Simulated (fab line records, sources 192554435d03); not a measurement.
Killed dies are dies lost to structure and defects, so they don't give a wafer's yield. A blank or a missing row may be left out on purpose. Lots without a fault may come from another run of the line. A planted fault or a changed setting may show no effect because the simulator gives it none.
fab line records | flow n5_finfet
record lots=24 wafers=72 last_day=18
route steps=1938 shown BEOL_M2@915
lots that met no fault: from a run of the same line without faults
start_h: hours from the record's first day to the start of the lot's first wafer shown | wait_h: hours since the lot's step before | " the same as in the row above | L1.1+2: a row that stands for several wafers | - no value, or no start given | * or withheld: withheld | < > ~ a bound
route shown NAME@n: a module of which the file shows steps, and the number in the route of the first | usual: mean/standard deviation of fault-free wafers | same: alike in all rows | chamber/n: place in a boat | sites: the reading at each site | _std_site: their standard deviation | _edge_site: outer sites' mean less inner sites' | radius_mm: how far each site lies from the wafer's centre | mask NAME#n: copy n | behind: the tool/chamber that last shaped the wafer | hold: why the lot was held/for how many hours/how that ended | device: the transistor (n, p or np) that didn't switch | end of line: the same wafers' tests at the end of the route | a step without rows: its recipe alone | killed: dies lost to structure and defects at the first sort, not the wafer's yield | map: a wafer's dies, x killed, . not, _ none there
set.NAME: the setting as run; set.NAME@STEP: as run at that earlier step | model.NAME: the simulator's own value behind a step, which no gauge read
steps of the route over a sample of lots; a table a step, a row a wafer
services: from which hour (start_h, from the record's first day; less than 0 if before it) a tool's chamber was out of use, for how many hours, and why
## steps
# step N5_BEOL_M2_ANNEAL_91
# recipe temp_c=400 time_s=240 ambient=vacuum
# usual heater_power_w=809/50
# columns lot.wafer tool chamber start_h wait_h heater_power_w
L075.1 pvd_sputter-03 - 143.67 0.0 885
L075.5 " - " " 820
L075.6 " - " " 838
L074.2 pvd_sputter-01 - 147.65 0.0 672
L074.5 " - " " 693
L074.6 " - " " 828
L076.1 pvd_sputter-03 - 156.35 0.0 855
L076.4 " - " " 808
L076.5 " - " " 825
L077.1 pvd_sputter-03 - 158.57 0.0 837
L077.2 " - " " 802
L077.5 " - " " 870
L078.1 pvd_sputter-02 - 169.52 0.0 805
L078.2 " - " " 803
L078.4 " - " " 821
L079.2 pvd_sputter-02 - 173.94 0.0 824
L079.4 " - " " 783
L079.5 " - " " 805
L080.4 pvd_sputter-01 - 197.87 0.0 744
L080.5 " - " " 747
L080.6 " - " " 860
L081.2 pvd_sputter-03 - 205.69 0.0 828
L081.4 " - " " 799
L081.5 " - " " 813
L082.1 pvd_sputter-02 - 205.73 0.0 784
L082.4 " - " " 765
L082.5 " - " " 799
L084.2 pvd_sputter-02 - 209.41 0.0 834
L084.3 " - " " 827
L084.4 " - " " 857
L085.1 pvd_sputter-02 - 214.72 0.0 827
L085.2 " - " " 791
L085.4 " - " " 848
L083.2 pvd_sputter-01 - 215.60 0.0 866
L083.5 " - " " 752
L083.6 " - " " 673
L086.2 pvd_sputter-01 - 218.96 0.0 772
L086.3 " - " " 859
L086.6 " - " " 773
L087.1 pvd_sputter-02 - 218.98 0.0 801
L087.3 " - " " 835
L087.4 " - " " 870
L088.3 pvd_sputter-02 - 229.60 0.0 797
L088.4 " - " " 802
L088.6 " - " " 807
L089.1 pvd_sputter-01 - 230.70 0.0 745
L089.2 " - " " 677
L089.3 " - " " 842
L090.1 pvd_sputter-03 - 231.03 0.0 810
L090.2 " - " " 854
L090.5 " - " " 802
L091.2 pvd_sputter-02 - 238.45 0.0 788
L091.4 " - " " 810
L091.6 " - " " 805
L092.2 pvd_sputter-03 - 257.06 0.0 821
L092.3 " - " " 806
L092.6 " - " " 801
L093.1 pvd_sputter-03 - 259.51 0.0 830
L093.2 " - " " 879
L093.5 " - " " 826
L094.1 pvd_sputter-02 - 262.67 0.0 832
L094.4 " - " " 799
L094.6 " - " " 829
L095.2 pvd_sputter-01 - 283.64 0.0 761
L095.4 " - " " 697
L095.5 " - " " 752
L096.1 pvd_sputter-02 - 286.10 0.0 865
L096.4 " - " " 803
L096.5 " - " " 817
L097.3 pvd_sputter-03 - 298.87 0.0 839
L097.4 " - " " 784
L097.5 " - " " 902
# step N5_BEOL_M2_SPUTTER_92
# recipe material=Cu target_thk_a=45 temp_c=-20 chamber_pressure_pa=0.07 power_w=withheld time_s=8.29
# usual chuck_gas_flow_sccm=1.25/0.048 throttle_valve_pct=30.1/0.85
# columns lot.wafer tool chamber start_h wait_h chuck_gas_flow_sccm throttle_valve_pct
L075.1 pvd_sputter-03 - 143.81 0.1 1.23 29.7
L075.5 " - " " 1.31 30.4
L075.6 " - " " 1.14 29.9
L074.2 pvd_sputter-01 - 147.79 0.1 1.30 30.2
L074.5 " - " " 1.29 30.3
L074.6 " - " " 1.29 30.8
L076.1 pvd_sputter-03 - 156.49 0.1 1.18 30.1
L076.4 " - " " 1.28 29.3
L076.5 " - " " 1.23 30.3
L077.1 pvd_sputter-03 - 158.71 0.1 1.30 29.9
L077.2 " - " " 1.29 30.1
L077.5 " - " " 1.26 29.8
L078.1 pvd_sputter-02 - 169.66 0.1 1.23 29.6
L078.2 " - " " 1.27 31.9
L078.4 " - " " 1.14 31.6
L079.2 pvd_sputter-02 - 174.08 0.1 1.27 30.9
L079.4 " - " " 1.26 32.0
L079.5 " - " " 1.20 30.8
L080.4 pvd_sputter-01 - 198.01 0.1 1.28 28.2
L080.5 " - " " 1.24 28.3
L080.6 " - " " 1.26 30.9
L081.2 pvd_sputter-03 - 205.83 0.1 1.24 29.8
L081.4 " - " " 1.19 29.6
L081.5 " - " " 1.26 29.3
L082.1 pvd_sputter-02 - 205.87 0.1 1.26 29.7
L082.4 " - " " 1.20 32.0
L082.5 " - " " 1.33 29.6
L084.2 pvd_sputter-02 - 209.55 0.1 1.27 30.7
L084.3 " - " " 1.31 31.4
L084.4 " - " " 1.27 29.8
L085.1 pvd_sputter-02 - 214.86 0.1 1.27 31.0
L085.2 " - " " 1.21 31.7
L085.4 " - " " 1.32 29.9
L083.2 pvd_sputter-01 - 215.74 0.1 1.32 30.8
L083.5 " - " " 1.30 30.0
L083.6 " - " " 1.35 29.9
L086.2 pvd_sputter-01 - 219.10 0.1 1.20 30.2
L086.3 " - " " 1.25 30.9
L086.6 " - " " 1.23 29.8
L087.1 pvd_sputter-02 - 219.12 0.1 1.29 29.5
L087.3 " - " " 1.29 31.0
L087.4 " - " " 1.31 29.7
L088.3 pvd_sputter-02 - 229.74 0.1 1.30 30.8
L088.4 " - " " 1.33 29.8
L088.6 " - " " 1.12 31.8
L089.1 pvd_sputter-01 - 230.84 0.1 1.30 28.2
L089.2 " - " " 1.22 29.8
L089.3 " - " " 1.24 30.8
L090.1 pvd_sputter-03 - 231.17 0.1 1.23 29.5
L090.2 " - " " 1.28 29.7
L090.5 " - " " 1.21 30.0
L091.2 pvd_sputter-02 - 238.59 0.1 1.12 29.7
L091.4 " - " " 1.22 31.9
L091.6 " - " " 1.30 30.9
L092.2 pvd_sputter-03 - 257.20 0.1 1.29 29.4
L092.3 " - " " 1.26 30.0
L092.6 " - " " 1.24 30.1
L093.1 pvd_sputter-03 - 259.65 0.1 1.15 30.4
L093.2 " - " " 1.25 29.5
L093.5 " - " " 1.24 29.8
L094.1 pvd_sputter-02 - 262.81 0.1 1.16 30.4
L094.4 " - " " 1.28 29.9
L094.6 " - " " 1.24 30.6
L095.2 pvd_sputter-01 - 283.78 0.1 1.31 28.4
L095.4 " - " " 1.25 29.8
L095.5 " - " " 1.21 28.2
L096.1 pvd_sputter-02 - 286.24 0.1 1.29 29.9
L096.4 " - " " 1.28 29.7
L096.5 " - " " 1.29 31.9
L097.3 pvd_sputter-03 - 299.01 0.1 1.28 29.8
L097.4 " - " " 1.21 29.7
L097.5 " - " " 1.28 30.0
# step N5_BEOL_M2_ANNEAL_93
# recipe temp_c=400 time_s=240 ambient=vacuum
# usual heater_power_w=807/49
# columns lot.wafer tool chamber start_h wait_h heater_power_w
L075.1 pvd_sputter-03 - 143.89 0.0 875
L075.5 " - " " 802
L075.6 " - " " 852
L074.2 pvd_sputter-01 - 147.87 0.0 695
L074.5 " - " " 708
L074.6 " - " " 868
L076.1 pvd_sputter-03 - 156.57 0.0 879
L076.4 " - " " 821
L076.5 " - " " 805
L077.1 pvd_sputter-03 - 158.79 0.0 842
L077.2 " - " " 812
L077.5 " - " " 881
L078.1 pvd_sputter-02 - 169.74 0.0 788
L078.2 " - " " 803
L078.4 " - " " 814
L079.2 pvd_sputter-02 - 174.16 0.0 821
L079.4 " - " " 772
L079.5 " - " " 829
L080.4 pvd_sputter-01 - 198.09 0.0 741
L080.5 " - " " 744
L080.6 " - " " 849
L081.2 pvd_sputter-03 - 205.91 0.0 861
L081.4 " - " " 801
L081.5 " - " " 792
L082.1 pvd_sputter-02 - 205.95 0.0 806
L082.4 " - " " 801
L082.5 " - " " 793
L084.2 pvd_sputter-02 - 209.63 0.0 823
L084.3 " - " " 805
L084.4 " - " " 845
L085.1 pvd_sputter-02 - 214.94 0.0 827
L085.2 " - " " 804
L085.4 " - " " 867
L083.2 pvd_sputter-01 - 215.82 0.0 838
L083.5 " - " " 752
L083.6 " - " " 681
L086.2 pvd_sputter-01 - 219.18 0.0 739
L086.3 " - " " 857
L086.6 " - " " 759
L087.1 pvd_sputter-02 - 219.20 0.0 801
L087.3 " - " " 834
L087.4 " - " " 865
L088.3 pvd_sputter-02 - 229.82 0.0 805
L088.4 " - " " 778
L088.6 " - " " 801
L089.1 pvd_sputter-01 - 230.92 0.0 740
L089.2 " - " " 682
L089.3 " - " " 868
L090.1 pvd_sputter-03 - 231.25 0.0 797
L090.2 " - " " 823
L090.5 " - " " 802
L091.2 pvd_sputter-02 - 238.67 0.0 791
L091.4 " - " " 822
L091.6 " - " " 820
L092.2 pvd_sputter-03 - 257.28 0.0 820
L092.3 " - " " 817
L092.6 " - " " 814
L093.1 pvd_sputter-03 - 259.73 0.0 812
L093.2 " - " " 851
L093.5 " - " " 849
L094.1 pvd_sputter-02 - 262.89 0.0 841
L094.4 " - " " 799
L094.6 " - " " 838
L095.2 pvd_sputter-01 - 283.86 0.0 739
L095.4 " - " " 668
L095.5 " - " " 735
L096.1 pvd_sputter-02 - 286.32 0.0 850
L096.4 " - " " 802
L096.5 " - " " 801
L097.3 pvd_sputter-03 - 299.09 0.0 824
L097.4 " - " " 800
L097.5 " - " " 864
# step N5_BEOL_M2_SPUTTER_94
# recipe material=Cu target_thk_a=45 temp_c=-20 chamber_pressure_pa=0.07 power_w=withheld time_s=8.29
# usual chuck_gas_flow_sccm=1.26/0.049 throttle_valve_pct=30.1/0.86
# columns lot.wafer tool chamber start_h wait_h chuck_gas_flow_sccm throttle_valve_pct
L075.1 pvd_sputter-03 - 144.03 0.1 1.23 30.0
L075.5 " - " " 1.29 30.3
L075.6 " - " " 1.20 30.0
L074.2 pvd_sputter-01 - 148.01 0.1 1.20 29.7
L074.5 " - " " 1.21 29.9
L074.6 " - " " 1.32 30.7
L076.1 pvd_sputter-03 - 156.71 0.1 1.31 29.8
L076.4 " - " " 1.24 29.3
L076.5 " - " " 1.23 30.3
L077.1 pvd_sputter-03 - 158.93 0.1 1.31 29.8
L077.2 " - " " 1.24 30.3
L077.5 " - " " 1.31 29.9
L078.1 pvd_sputter-02 - 169.88 0.1 1.25 29.9
L078.2 " - " " 1.21 31.7
L078.4 " - " " 1.23 31.7
L079.2 pvd_sputter-02 - 174.30 0.1 1.22 30.7
L079.4 " - " " 1.32 31.7
L079.5 " - " " 1.30 30.7
L080.4 pvd_sputter-01 - 198.23 0.1 1.27 27.9
L080.5 " - " " 1.26 28.1
L080.6 " - " " 1.28 31.2
L081.2 pvd_sputter-03 - 206.05 0.1 1.34 29.5
L081.4 " - " " 1.23 29.3
L081.5 " - " " 1.32 29.3
L082.1 pvd_sputter-02 - 206.09 0.1 1.28 29.4
L082.4 " - " " 1.28 31.7
L082.5 " - " " 1.21 29.5
L084.2 pvd_sputter-02 - 209.77 0.1 1.25 30.9
L084.3 " - " " 1.23 31.8
L084.4 " - " " 1.25 29.7
L085.1 pvd_sputter-02 - 215.08 0.1 1.25 30.8
L085.2 " - " " 1.22 31.8
L085.4 " - " " 1.31 29.7
L083.2 pvd_sputter-01 - 215.96 0.1 1.30 30.8
L083.5 " - " " 1.24 29.7
L083.6 " - " " 1.24 29.8
L086.2 pvd_sputter-01 - 219.32 0.1 1.31 30.2
L086.3 " - " " 1.33 31.0
L086.6 " - " " 1.23 30.1
L087.1 pvd_sputter-02 - 219.34 0.1 1.28 29.4
L087.3 " - " " 1.26 30.9
L087.4 " - " " 1.31 29.8
L088.3 pvd_sputter-02 - 229.96 0.1 1.24 30.8
L088.4 " - " " 1.25 29.8
L088.6 " - " " 1.21 31.7
L089.1 pvd_sputter-01 - 231.06 0.1 1.27 28.3
L089.2 " - " " 1.40 30.1
L089.3 " - " " 1.23 30.9
L090.1 pvd_sputter-03 - 231.39 0.1 1.30 29.5
L090.2 " - " " 1.30 29.9
L090.5 " - " " 1.28 30.2
L091.2 pvd_sputter-02 - 238.81 0.1 1.27 29.7
L091.4 " - " " 1.20 31.7
L091.6 " - " " 1.24 30.6
L092.2 pvd_sputter-03 - 257.42 0.1 1.27 29.2
L092.3 " - " " 1.28 30.3
L092.6 " - " " 1.24 30.2
L093.1 pvd_sputter-03 - 259.87 0.1 1.24 30.3
L093.2 " - " " 1.29 30.0
L093.5 " - " " 1.25 29.6
L094.1 pvd_sputter-02 - 263.03 0.1 1.29 30.8
L094.4 " - " " 1.30 29.6
L094.6 " - " " 1.31 30.7
L095.2 pvd_sputter-01 - 284.00 0.1 1.16 28.3
L095.4 " - " " 1.34 29.8
L095.5 " - " " 1.27 28.1
L096.1 pvd_sputter-02 - 286.46 0.1 1.34 29.5
L096.4 " - " " 1.16 29.6
L096.5 " - " " 1.20 32.0
L097.3 pvd_sputter-03 - 299.23 0.1 1.21 29.8
L097.4 " - " " 1.22 29.3
L097.5 " - " " 1.34 29.8
# step N5_BEOL_M2_THK_MEAS_53
# recipe thk_meas_gauge=xrf reads=Cu_of_BEOL_M2_ECD_50
# usual M2_THK=40.2/1.8
# columns lot.wafer tool chamber start_h wait_h M2_THK[nm]
L075.1 film_metro-02 - 145.04 - 39.9
L075.5 " - " " 41.4
L075.6 " - " " 39.9
L074.2 film_metro-01 - 149.31 - 37.2
L074.5 " - " " 37.3
L074.6 " - " " 40.2
L076.1 film_metro-01 - 157.75 - 40.6
L076.4 " - " " 41.7
L076.5 " - " " 41.9
L077.1 film_metro-02 - 159.94 - 41.1
L077.2 " - " " 41.3
L077.5 " - " " 39.8
L078.1 film_metro-01 - 170.90 - 42.4
L078.2 " - " " 44.3
L078.4 " - " " 40.5
L079.2 film_metro-02 - 175.31 - 43.5
L079.4 " - " " 40.7
L079.5 " - " " 41.9
L080.4 film_metro-02 - 199.24 - 38.9
L080.5 " - " " 38.4
L080.6 " - " " 38.7
L081.2 film_metro-01 - 207.54 - 41.3
L081.4 " - " " 39.4
L081.5 " - " " 42.1
L082.1 film_metro-02 - 207.83 - 44.6
L082.4 " - " " 40.1
L082.5 " - " " 43.4
L084.2 film_metro-02 - 210.93 - 43.5
L084.3 " - " " 38.0
L084.4 " - " " 38.2
L085.1 film_metro-02 - 216.54 - 42.1
L085.2 " - " " 42.3
L085.4 " - " " 40.3
L083.2 film_metro-02 - 218.70 - 39.1
L083.5 " - " " 39.5
L083.6 " - " " 39.7
L086.2 film_metro-02 - 221.98 - 40.6
L086.3 " - " " 39.1
L086.6 " - " " 41.7
L087.1 film_metro-02 - 222.24 - 40.9
L087.3 " - " " 44.2
L087.4 " - " " 40.8
L088.3 film_metro-01 - 230.97 - 38.4
L088.4 " - " " 37.7
L088.6 " - " " 37.5
L089.1 film_metro-01 - 232.26 - 39.7
L089.2 " - " " 39.9
L089.3 " - " " 39.2
L090.1 film_metro-01 - 232.71 - 41.9
L090.2 " - " " 41.3
L090.5 " - " " 42.0
L091.2 film_metro-01 - 239.82 - 39.8
L091.4 " - " " 36.5
L091.6 " - " " 38.0
L092.2 film_metro-01 - 258.92 - 38.6
L092.3 " - " " 42.0
L092.6 " - " " 41.5
L093.1 film_metro-01 - 264.23 - 42.5
L093.2 " - " " 39.2
L093.5 " - " " 39.8
L094.1 film_metro-01 - 267.20 - 39.7
L094.4 " - " " 38.8
L094.6 " - " " 37.3
L095.2 film_metro-01 - 285.05 - 40.1
L095.4 " - " " 39.5
L095.5 " - " " 42.4
L096.1 film_metro-02 - 287.91 - 40.7
L096.4 " - " " 40.7
L096.5 " - " " 42.1
L097.3 film_metro-02 - 300.24 - 39.0
L097.4 " - " " 40.6
L097.5 " - " " 42.0
# step N5_BEOL_M2_INSPECT_59
# recipe inspect_instrument=darkfield mode=post_dep
# usual raw_defect_count=70/19
# columns lot.wafer tool chamber start_h wait_h raw_defect_count
L075.1 defect_inspect-01 - 145.33 0.0 65
L075.5 " - " " 75
L075.6 " - " " 100
L074.2 defect_inspect-02 - 149.60 0.0 94
L074.5 " - " " 53
L074.6 " - " " 46
L076.1 defect_inspect-02 - 158.03 0.0 54
L076.4 " - " " 65
L076.5 " - " " 83
L077.1 defect_inspect-02 - 160.26 0.0 58
L077.2 " - " " 44
L077.5 " - " " 54
L078.1 defect_inspect-02 - 171.19 0.0 73
L078.2 " - " " 71
L078.4 " - " " 70
L079.2 defect_inspect-02 - 175.59 0.0 55
L079.4 " - " " 59
L079.5 " - " " 80
L080.4 defect_inspect-02 - 199.52 0.0 85
L080.5 " - " " 62
L080.6 " - " " 45
L081.2 defect_inspect-02 - 207.83 0.0 82
L081.4 " - " " 80
L081.5 " - " " 81
L082.1 defect_inspect-02 - 208.11 0.0 77
L082.4 " - " " 84
L082.5 " - " " 89
L084.2 defect_inspect-01 - 211.21 0.0 62
L084.3 " - " " 61
L084.4 " - " " 51
L085.1 defect_inspect-01 - 216.83 0.0 119
L085.2 " - " " 79
L085.4 " - " " 92
L083.2 defect_inspect-01 - 218.99 0.0 94
L083.5 " - " " 55
L083.6 " - " " 54
L086.2 defect_inspect-02 - 222.27 0.0 34
L086.3 " - " " 64
L086.6 " - " " 60
L087.1 defect_inspect-01 - 222.53 0.0 39
L087.3 " - " " 31
L087.4 " - " " 44
L088.3 defect_inspect-02 - 231.26 0.0 88
L088.4 " - " " 103
L088.6 " - " " 85
L089.1 defect_inspect-01 - 232.55 0.0 58
L089.2 " - " " 76
L089.3 " - " " 55
L090.1 defect_inspect-01 - 233.00 0.0 68
L090.2 " - " " 46
L090.5 " - " " 73
L091.2 defect_inspect-02 - 240.10 0.0 62
L091.4 " - " " 64
L091.6 " - " " 77
L092.2 defect_inspect-02 - 259.21 0.0 52
L092.3 " - " " 83
L092.6 " - " " 48
L093.1 defect_inspect-01 - 264.52 0.0 40
L093.2 " - " " 71
L093.5 " - " " 47
L094.1 defect_inspect-02 - 267.49 0.0 74
L094.4 " - " " 51
L094.6 " - " " 56
L095.2 defect_inspect-02 - 285.34 0.0 46
L095.4 " - " " 49
L095.5 " - " " 84
L096.1 defect_inspect-02 - 288.42 0.0 104
L096.4 " - " " 112
L096.5 " - " " 72
L097.3 defect_inspect-02 - 300.60 0.0 55
L097.4 " - " " 65
L097.5 " - " " 87
## services
# columns tool chamber start_h hours kind
pvd_sputter-03 - 161.40 1.8 repair
pvd_sputter-03 - 171.10 11.7 repair
pvd_sputter-01 - 188.53 1.3 repair
pvd_sputter-01 - 291.75 1.0 repair
## key
fault none
